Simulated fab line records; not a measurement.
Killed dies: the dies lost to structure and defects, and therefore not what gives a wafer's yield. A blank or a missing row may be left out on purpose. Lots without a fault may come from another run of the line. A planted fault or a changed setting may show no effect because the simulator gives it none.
Matching of chambers + flow nand-harc + 4 sister chambers for NHARC_A_STAIRCASE_TRIM_12 on rie-diel-08
The step chemistry O2, time 211.2 s. 8 wafers are shown with their chamber, then 9 later ones without.

## EACH WAFER AND ITS CHAMBER
| wafer  | chamber | showerhead-plenum-p-Torr (Torr) | rf-vpp-V (V) |
|--------|---------|---------------------------------|--------------|
| L078.6 | 1       | 3.30                            | 57.1         |
| L082.3 | 1       | 3.29                            | 56.1         |
| L085.2 | 0       | 3.76                            | 58.0         |
| L085.4 | 3       | 3.33                            | 56.1         |
| L085.5 | 2       | 3.52                            | 58.4         |
| L086.3 | 2       | 3.51                            | 57.7         |
| L086.5 | 0       | 3.76                            | 58.0         |
| L086.6 | 3       | 3.33                            | 57.5         |

## WAFERS WITH NO CHAMBER GIVEN
| wafer  | showerhead-plenum-p-Torr (Torr) | rf-vpp-V (V) |
|--------|---------------------------------|--------------|
| L090.1 | 3.33                            | 56.9         |
| L090.2 | 3.76                            | 58.9         |
| L090.5 | 3.33                            | 57.9         |
| L089.1 | 3.76                            | 58.0         |
| L089.5 | 3.76                            | 59.0         |
| L089.6 | 3.33                            | 57.0         |
| L097.1 | 3.81                            | 58.2         |
| L097.3 | 3.50                            | 58.3         |
| L097.4 | 3.74                            | 57.2         |

## CHAMBER TAKEN BY EACH
| wafer  | from the rows above | in truth                   |
|--------|---------------------|----------------------------|
| L090.1 | 3                   | 3                          |
| L090.2 | 0                   | 0                          |
| L090.5 | 3                   | 3                          |
| L089.1 | 0                   | 0                          |
| L089.5 | 0                   | 0                          |
| L089.6 | 3                   | 3                          |
| L097.1 | 0                   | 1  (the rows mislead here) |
| L097.3 | 2                   | 2                          |
| L097.4 | 0                   | 0                          |
Correctly placed: 8 of 9. Not placeable from these rows: 0. Number placed wrongly: 1.
How it was worked out, from the rows above alone: a wafer's distance from a chamber is the root of the sum, over the readings, of the square of ((its reading less the chamber's mean) divided by the reading's scatter). The wafer belongs to the nearest chamber; if the next one is less than 2 further off, it can't be placed. A chamber's mean is the mean of its shown wafers. The scatter: take each reading less its chamber's mean, square it, sum over the shown wafers, divide by the number of wafers less the number of chambers, and take the root.
